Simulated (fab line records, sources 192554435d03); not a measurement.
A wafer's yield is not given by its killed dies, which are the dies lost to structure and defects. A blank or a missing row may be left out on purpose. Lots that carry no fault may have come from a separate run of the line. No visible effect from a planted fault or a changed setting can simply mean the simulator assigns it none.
fab line records	flow n5-finfet
record: lots: 6	wafers: 18	last-day: 18
route steps=1938 shown BEOL_M15@1807
lots untouched by any fault: they come from a run of this same line in which no faults occurred
start-h: the number of hours between the record's first day and the start of the first shown wafer of the lot	wait-h: hours since the lot's step before	" the same as in the row above	L1.1+2: a row that stands for several wafers	- no value, or no start was given	* or withheld: withheld	< > ~ a bound
route shown NAME@n: NAME is a module with steps in the file, n the number in the route of the first one	usual: mean and standard deviation over wafers with no fault	same: alike in all rows	chamber/n: place in a boat	sites: per-site readings	_std_site: standard deviation across them	_edge_site: mean of outer sites minus mean of inner sites	radius-mm: for every site, how far away it sits from the centre of the wafer	mask NAME#n: copy n	behind: the most recent tool/chamber to have shaped the wafer	hold: the reason the lot was held/the length of the hold in hours/how it ended	device: which transistor (n, p or np) failed to switch	end of line: tests run on the same wafers once the route is complete	where a step has no rows: the recipe by itself	killed: at the first sort, the dies lost to defects and structure; wafer yield is something else	map: dies across one wafer; x = killed, . = not, _ = none there
set.NAME: the setting as run; set.NAME@STEP: as run at that earlier step	model.NAME: the simulator's own value behind a step, which no gauge read
lots at some steps of the route; a table a step, a row a wafer
services: a tool's chamber out of use, with start hour (start-h, from the record's first day; less than 0 if before it), hours out, and reason
== steps ==
step: N5_BEOL_M15_DESCUM_33
recipe: chemistry: O2	time-s: 7.9	source-power-w: 50	bias-power-w: 20	pressure-mtorr: 20	rf-frequency-hz: 2.712e+07	temp-c: 40	o2-flow-sccm: 225
step: N5_BEOL_M15_ETCH_61
recipe: chemistry: N2/H2	target: BARC	target-depth-a: 890	overetch-a: 267	time-s: 67.9	ion-energy-ev: 200	pressure-mtorr: 30	source-w: 840	bias-w: 150	n2-flow-sccm: 200	h2-flow-sccm: 200
usual: chamber-pressure-mTorr: 29.996/0.029	drypump-motor-current-A: 5.6/0.48	n2-flow-sccm: 200.0/0.63	oes-product-au: 0.69/0.066	rf-vpp-V: 524/3	showerhead-plenum-p-Torr: 2.57/0.11	throttle-valve-pct: 18.01/0.24
lot.wafer	tool	chamber	start-h	wait-h	chamber-pressure-mTorr	drypump-motor-current-A	n2-flow-sccm	oes-product-au	rf-hours-counter-h	rf-vpp-V	showerhead-plenum-p-Torr	throttle-valve-pct
L917.3	rie-diel-05	3	280.18	0.0	30.042	5.9	200.9	0.71	72	529	2.69	17.79
L917.4	"	2	"	"	29.936	5.5	199.7	0.67	-	521	2.45	17.99
L917.5	"	3	"	"	29.983	5.9	200.2	0.70	-	527	2.69	17.78
L919.1	rie-diel-05	2	295.13	0.0	30.061	5.5	201.0	0.66	123	520	2.45	18.00
L919.3	"	0	"	"	30.017	5.4	200.7	0.84	1	528	2.74	17.92
L919.4	"	3	"	"	30.025	5.9	201.0	0.70	79	527	2.69	17.81
L920.1	rie-diel-04	1	300.06	0.0	30.001	5.1	200.0	0.83	5	522	2.49	17.56
L920.2	"	2	"	"	30.027	6.2	200.7	0.69	76	526	2.68	18.15
L920.5	"	0	"	"	30.040	4.8	200.3	0.72	-	529	2.71	17.72
L928.2	rie-diel-02	3	354.78	0.0	30.027	5.7	200.3	0.71	77	522	2.49	18.13
L928.3	"	1	"	"	29.985	5.1	199.8	0.72	65	522	2.47	18.02
L928.4	"	0	"	"	29.978	5.7	200.1	0.58	-	523	2.51	18.22
L934.2	rie-diel-04	0	367.40	0.0	29.973	4.8	201.0	0.70	67	528	2.70	17.76
L934.3	"	2	"	"	30.003	6.1	200.3	0.68	96	527	2.67	18.18
L934.5	"	3	"	"	29.984	6.2	200.4	0.64	-	520	2.45	18.40
L938.3	rie-diel-05	0	412.91	0.0	29.981	5.4	200.7	0.75	34	528	2.72	17.97
L938.5	"	0	"	"	29.999	5.4	201.2	0.75	-	529	2.72	17.98
L938.6	"	3	"	"	29.976	5.9	201.2	0.67	-	527	2.67	17.85
step: N5_BEOL_M15_TRENCH_ETCH_34
recipe: chemistry: C4F8/O2/Ar	target: SiO2	target-depth-a: 8729.3	he-inner-torr: 15	he-outer-torr: 30	time-s: 199	ion-energy-ev: 800	pressure-mtorr: 20	source-w: 1905	bias-w: 2040	Ar_flow_sccm: 400	C4F8_flow_sccm: 16	O2_flow_sccm: 12
usual: chamber-pressure-mTorr: 19.997/0.022	drypump-motor-current-A: 5.6/0.48	oes_o_777_au: 0.80/0.069	oes-product-au: 0.81/0.082	rf-vpp-V: 2236/34	showerhead-plenum-p-Torr: 3.46/0.13	throttle-valve-pct: 31.02/0.24
lot.wafer	tool	chamber	start-h	wait-h	chamber-pressure-mTorr	drypump-motor-current-A	oes_o_777_au	oes-product-au	rf-hours-counter-h	rf-vpp-V	showerhead-plenum-p-Torr	throttle-valve-pct
L917.3	rie-diel-05	3	280.23	0.0	19.967	5.9	0.81	0.84	72	2231	3.61	30.83
L917.4	"	2	"	"	19.983	5.5	0.77	0.79	-	2193	3.33	31.15
L917.5	"	3	"	"	20.012	5.9	0.80	0.83	-	2230	3.61	30.83
L919.1	rie-diel-05	2	295.18	0.0	20.016	5.5	0.75	0.77	124	2193	3.33	31.15
L919.3	"	0	"	"	19.978	5.4	0.96	0.98	1	2314	3.63	30.76
L919.4	"	3	"	"	20.026	5.9	0.80	0.82	79	2230	3.61	30.83
L920.1	rie-diel-04	1	300.11	0.0	20.022	5.2	0.92	0.98	5	2208	3.39	30.86
L920.2	"	2	"	"	19.996	6.1	0.79	0.80	76	2283	3.61	31.23
L920.5	"	0	"	"	20.021	4.8	0.84	0.86	-	2244	3.63	30.70
L928.2	rie-diel-02	3	354.83	0.0	19.997	5.8	0.83	0.85	77	2230	3.34	31.08
L928.3	"	1	"	"	19.991	5.1	0.83	0.86	65	2243	3.37	31.32
L928.4	"	0	"	"	20.004	5.7	0.70	0.69	-	2246	3.39	31.12
L934.2	rie-diel-04	0	367.45	0.0	19.975	4.8	0.81	0.83	67	2244	3.61	30.75
L934.3	"	2	"	"	19.993	6.1	0.77	0.79	96	2282	3.60	31.24
L934.5	"	3	"	"	19.998	6.2	0.75	0.74	-	2198	3.31	31.47
L938.3	rie-diel-05	0	412.96	0.0	19.984	5.4	0.86	0.89	34	2314	3.61	30.80
L938.5	"	0	"	"	19.999	5.4	0.87	0.89	-	2315	3.61	30.79
L938.6	"	3	"	"	20.035	5.9	0.76	0.79	-	2229	3.59	30.87
step: N5_BEOL_M15_STRIP_36
recipe: chemistry: O2	power-w: 600	temp-c: 60	pressure-mtorr: 30	rf-frequency-hz: 6e+07	bias-power-w: 0	overash-fraction: 0.3	o2-flow-sccm: 225
step: N5_BEOL_M15_STRIP_62
recipe: chemistry: O2	power-w: 600	temp-c: 60	pressure-mtorr: 30	rf-frequency-hz: 6e+07	bias-power-w: 0	overash-fraction: 0.3	o2-flow-sccm: 225
step: N5_BEOL_M15_STRIP_37
recipe: chemistry: O2	power-w: 600	temp-c: 60	pressure-mtorr: 30	rf-frequency-hz: 6e+07	bias-power-w: 0	overash-fraction: 0.3	o2-flow-sccm: 225
step: N5_BEOL_M15_ETCH_38
recipe: chemistry: CF4/N2	target: SiCN	target-depth-a: 1064	taper-deg: 2	time-s: 120.5	ion-energy-ev: 150	mask-material: SiO2	pressure-mtorr: 40	source-w: 430	bias-w: 70	Ar_flow_sccm: 100	cf4-flow-sccm: 60	n2-flow-sccm: 60
usual: chamber-pressure-mTorr: 40.00/0.032	drypump-motor-current-A: 5.6/0.49	n2-flow-sccm: 59.98/0.18	oes-product-au: 0.81/0.084	rf-vpp-V: 382.8/2.2	showerhead-plenum-p-Torr: 2.23/0.089	throttle-valve-pct: 15.49/0.22
lot.wafer	tool	chamber	start-h	wait-h	chamber-pressure-mTorr	drypump-motor-current-A	n2-flow-sccm	oes-product-au	rf-hours-counter-h	rf-vpp-V	showerhead-plenum-p-Torr	throttle-valve-pct
L917.3	rie-diel-05	3	-	-	40.00	5.9	60.25	0.82	73	384.9	2.33	15.30
L917.4	"	3	"	"	40.02	5.9	60.17	0.83	-	386.3	2.33	15.28
L917.5	"	1	"	"	40.00	6.3	59.69	0.67	-	382.7	2.18	15.73
L919.1	rie-diel-05	1	-	-	40.03	6.3	60.24	0.67	224	380.8	2.18	15.76
L919.3	"	0	"	"	39.98	5.4	59.80	0.97	2	384.1	2.34	15.18
L919.4	"	2	"	"	40.02	5.5	60.08	0.77	125	380.0	2.13	15.56
L920.1	rie-diel-02	3	-	-	40.01	5.7	60.16	0.87	61	380.3	2.15	15.44
L920.2	"	1	"	"	39.97	5.1	59.97	0.86	50	381.0	2.17	15.55
L920.5	"	3	"	"	39.99	5.7	60.14	0.87	-	381.4	2.15	15.44
L928.2	rie-diel-05	1	-	-	40.02	6.3	60.08	0.66	242	381.2	2.17	15.81
L928.3	"	2	"	"	39.94	5.5	59.97	0.77	143	380.8	2.13	15.59
L928.4	"	3	"	"	39.97	5.9	59.69	0.80	97	385.4	2.32	15.34
L934.2	rie-diel-04	1	-	-	40.02	5.2	60.02	0.90	27	381.9	2.16	15.24
L934.3	"	0	"	"	40.10	4.8	60.04	0.83	67	386.2	2.32	15.36
L934.5	"	1	"	"	40.01	5.2	60.04	0.91	-	381.6	2.15	15.23
L938.3	rie-diel-05	0	-	-	39.97	5.4	60.18	0.88	35	385.8	2.33	15.25
L938.5	"	3	"	"	40.01	5.9	59.97	0.78	-	383.1	2.31	15.37
L938.6	"	0	"	"	39.98	5.4	59.93	0.88	-	385.7	2.33	15.25
step: N5_BEOL_M15_PRECLEAN_39
recipe: chemistry: residue-remover	time-s: 60	temp-c: 40
step: N5_BEOL_M15_SRD_40
recipe: time-s: 30	temp-c: 23	rinse-liquid: diw	dry: n2-spin	spin-rpm: 1500	dry-time-s: 30
step: N5_BEOL_M15_DEGAS_41
recipe: ambient: vacuum	temp-c: 300	time-s: 60
step: N5_BEOL_M15_PRE_CLEAN_42
recipe: gas: H2/He	time-s: 30	temp-c: 300
usual: heater-power-w: 453/39
lot.wafer	tool	chamber	start-h	wait-h	heater-power-w
L917.3	pvd-sputter-02	-	282.02	0.0	399
L917.4	"	-	"	"	513
L917.5	"	-	"	"	436
L919.1	pvd-sputter-02	-	300.05	0.0	401
L919.3	"	-	"	"	506
L919.4	"	-	"	"	444
L920.1	pvd-sputter-03	-	307.09	0.0	511
L920.2	"	-	"	"	469
L920.5	"	-	"	"	491
L928.2	pvd-sputter-02	-	355.77	0.0	432
L928.3	"	-	"	"	438
L928.4	"	-	"	"	520
L934.2	pvd-sputter-01	-	370.80	0.0	491
L934.3	"	-	"	"	414
L934.5	"	-	"	"	417
L938.3	pvd-sputter-03	-	415.54	0.0	436
L938.5	"	-	"	"	518
L938.6	"	-	"	"	415
step: N5_BEOL_M15_SPUTTER_43
recipe: material: TaN	target-thk-a: 150	temp-c: 50	bias-v: 168.6	power-w: 15000	chamber-pressure-pa: 0.12	time-s: 24.19
usual: substrate-temp-c: 50.01/0.1	throttle-valve-pct: 29.8/0.91
lot.wafer	tool	chamber	start-h	wait-h	substrate-temp-c	throttle-valve-pct
L917.3	pvd-sputter-02	-	282.06	0.0	50.01	29.9
L917.4	"	-	"	"	49.82	30.0
L917.5	"	-	"	"	49.91	29.6
L919.1	pvd-sputter-02	-	300.09	0.0	50.15	29.7
L919.3	"	-	"	"	49.91	29.8
L919.4	"	-	"	"	50.13	29.5
L920.1	pvd-sputter-03	-	307.13	0.0	50.05	29.6
L920.2	"	-	"	"	50.09	28.2
L920.5	"	-	"	"	50.12	27.8
L928.2	pvd-sputter-02	-	355.81	0.0	50.02	30.2
L928.3	"	-	"	"	50.08	29.9
L928.4	"	-	"	"	50.07	29.9
L928.2	pvd-sputter-02	-	356.13	0.3	49.95	30.7
L928.3	"	-	"	"	50.01	29.6
L928.4	"	-	"	"	50.01	30.0
L934.2	pvd-sputter-01	-	370.84	0.0	50.07	31.1
L934.3	"	-	"	"	50.04	29.0
L934.5	"	-	"	"	49.90	29.0
L934.2	pvd-sputter-01	-	371.18	0.3	50.20	31.1
L934.3	"	-	"	"	50.04	28.9
L934.5	"	-	"	"	49.96	29.0
L938.3	pvd-sputter-03	-	415.58	0.0	50.14	29.4
L938.5	"	-	"	"	49.95	29.9
L938.6	"	-	"	"	50.07	31.6
step: N5_BEOL_M15_SPUTTER_44
recipe: material: Ta	target-thk-a: 150	temp-c: 50	bias-v: 80	power-w: 15000	chamber-pressure-pa: 0.07	time-s: 24.19
step: N5_BEOL_M15_SPUTTER_45
recipe: material: Cu	target-thk-a: 1000	temp-c: -20	bias-v: 60	power-w: 26000	chamber-pressure-pa: 0.13	time-s: 16.67
step: N5_BEOL_M15_ECD_47
recipe: material: Cu	target-thk-a: 18600
step: N5_BEOL_M15_ANNEAL_48
recipe: temp-c: 225	time-s: 90	ambient: N2
usual: wafer_temp_C_max: 225.84/0.27
lot.wafer	tool	chamber	start-h	wait-h	wafer_temp_C_max
L917.3	rtp-anneal-02	0	282.74	0.2	226.56
L917.4	"	0	"	"	226.17
L917.5	"	0	"	"	225.82
L919.1	rtp-anneal-02	0	300.61	0.2	226.20
L919.3	"	0	"	"	225.98
L919.4	"	0	"	"	226.04
L920.1	rtp-anneal-01	0	307.65	0.2	225.57
L920.2	"	0	"	"	225.85
L920.5	"	0	"	"	225.72
L928.2	rtp-anneal-02	0	356.98	0.4	225.90
L928.3	"	0	"	"	226.15
L928.4	"	0	"	"	226.03
L934.2	rtp-anneal-02	0	371.79	0.2	226.03
L934.3	"	0	"	"	225.82
L934.5	"	0	"	"	225.41
L938.3	rtp-anneal-01	0	416.19	0.2	225.59
L938.5	"	0	"	"	225.87
L938.6	"	0	"	"	225.91
step: N5_BEOL_M15_CMP_49
recipe: stop-on: SiO2	t-overpolish-s: 4.9	down-force-psi: 2	platen-rpm: 80	clearing-platen-down-force-psi: 2	clearing-platen-rpm: 80	post-cmp-clean: cu-alkaline	target-thk-nm: 850	clearing-platen-pad-velocity-m-s: 1.5917	pad-velocity-m-s: 1.5917
usual: barrier-field-endpoint-s: 11.18/0.25	head-pressure-psi: 2.000/0.0044	motor-current-A: 8.2/1	overpolish-run-s: 4.901/0.0094	retaining-ring-pressure-frac: 1.000/0.0053	slurry-filter-dp-kPa: 13.52/0.14
lot.wafer	tool	chamber	start-h	wait-h	barrier-field-endpoint-s	head-pressure-psi	motor-current-A	overpolish-run-s	retaining-ring-pressure-frac	slurry-filter-dp-kPa
L917.3	cmp-01	2	283.11	0.3	11.17	2.000	9.1	4.913	1.004	13.55
L917.4	"	3	"	"	11.32	2.007	8.8	4.912	1.004	13.80
L917.5	"	1	"	"	11.02	1.999	6.9	4.906	0.992	13.70
L919.3	cmp-01	1	300.91	0.2	10.91	2.000	6.4	4.894	0.989	13.62
L919.1	"	2	"	"	10.83	2.002	9.3	4.902	0.999	13.63
L919.4	"	0	"	"	10.68	1.995	7.3	4.915	1.007	13.36
L920.2	cmp-02	1	307.94	0.2	11.16	1.994	10.6	4.905	0.988	13.98
L920.1	"	2	"	"	11.30	2.004	7.8	4.909	0.997	13.61
L920.5	"	2	"	"	11.50	2.011	7.7	4.907	1.000	13.46
L928.4	cmp-03	1	357.25	0.1	16.58	1.991	8.4	4.904	1.001	13.42
L928.2	"	3	"	"	16.83	2.000	8.1	4.896	1.000	13.56
L928.3	"	0	"	"	16.46	1.997	7.9	4.908	1.005	13.40
L934.2	cmp-01	1	372.04	0.2	17.31	2.000	6.1	4.892	1.003	13.24
L934.3	"	2	"	"	17.04	1.998	9.0	4.911	1.002	13.78
L934.5	"	2	"	"	17.42	1.999	8.9	4.895	1.000	13.34
L938.3	cmp-03	2	418.76	2.5	10.93	2.012	7.4	4.898	0.995	13.48
L938.6	"	0	"	"	11.09	1.996	8.0	4.890	0.998	13.58
L938.5	"	1	"	"	11.16	2.005	8.3	4.899	0.995	13.43
step: N5_BEOL_M15_THK_MEAS_50
recipe: thk-meas-gauge: xrf	reads: Cu_of_BEOL_M15_ECD_47
usual: M15_THK: 852/15
lot.wafer	tool	chamber	start-h	wait-h	M15_THK[nm]
L917.3	film-metro-01	-	283.33	-	866
L917.4	"	-	"	"	850
L917.5	"	-	"	"	863
L919.1	film-metro-01	-	301.20	-	830
L919.3	"	-	"	"	853
L919.4	"	-	"	"	854
L920.1	film-metro-01	-	308.24	-	868
L920.2	"	-	"	"	838
L920.5	"	-	"	"	870
L928.2	film-metro-02	-	357.54	-	863
L928.3	"	-	"	"	871
L928.4	"	-	"	"	839
L934.2	film-metro-02	-	372.34	-	869
L934.3	"	-	"	"	839
L934.5	"	-	"	"	841
L938.3	film-metro-01	-	418.99	-	863
L938.5	"	-	"	"	864
L938.6	"	-	"	"	858
== services ==
tool	chamber	start-h	hours	kind
cmp-03	-	263.43	1.4	repair
rie-diel-05	0	273.24	-	clean
rie-diel-05	0	273.24	-	consumable-replace:focus-ring
rie-diel-05	0	273.24	-	consumable-replace:showerhead
cmp-03	-	286.11	1.6	repair
cmp-01	-	308.39	4.0	pm
pvd-sputter-01	-	312.40	8.6	repair
cmp-03	-	312.96	3.8	pm
cmp-03	-	324.97	5.1	pm
cmp-01	-	348.38	5.5	pm
rie-diel-04	3	352.37	5.9	repair
cmp-03	-	356.03	0.4	repair
rie-diel-05	3	368.86	6.4	repair
cmp-02	-	370.34	4.6	repair
rie-diel-05	-	372.88	0.2	repair
rie-diel-05	0	381.64	1.3	repair
rie-diel-05	1	387.41	-	clean
rie-diel-05	1	387.41	-	consumable-replace:focus-ring
rie-diel-05	1	387.41	18.7	scheduled-down
cmp-01	-	387.65	0.8	repair
rtp-anneal-02	-	395.33	1.0	repair
cmp-03	-	401.56	4.0	pm
rie-diel-04	3	406.27	3.4	repair
cmp-02	-	410.24	5.9	pm
== key ==
first-sign: step: N5_BEOL_M15_SPUTTER_43	reading: visit	direction: added
effect: step: N5_BEOL_M15_CMP_49	reading: barrier-field-endpoint-s	direction: up	sigmas: 23	usual: 11.18	struck: 16.94
met-at N5_BEOL_M15_SPUTTER_43
struck-wafers L928.2,L928.3,L928.4,L934.2,L934.3,L934.5
fault: kind: repeated-step-whole	tool: pvd-sputter-01,pvd-sputter-02,pvd-sputter-03	chamber: -	onset-h: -	steps: N5_BEOL_M15_SPUTTER_43	times: 1	scope: struck-lots-only
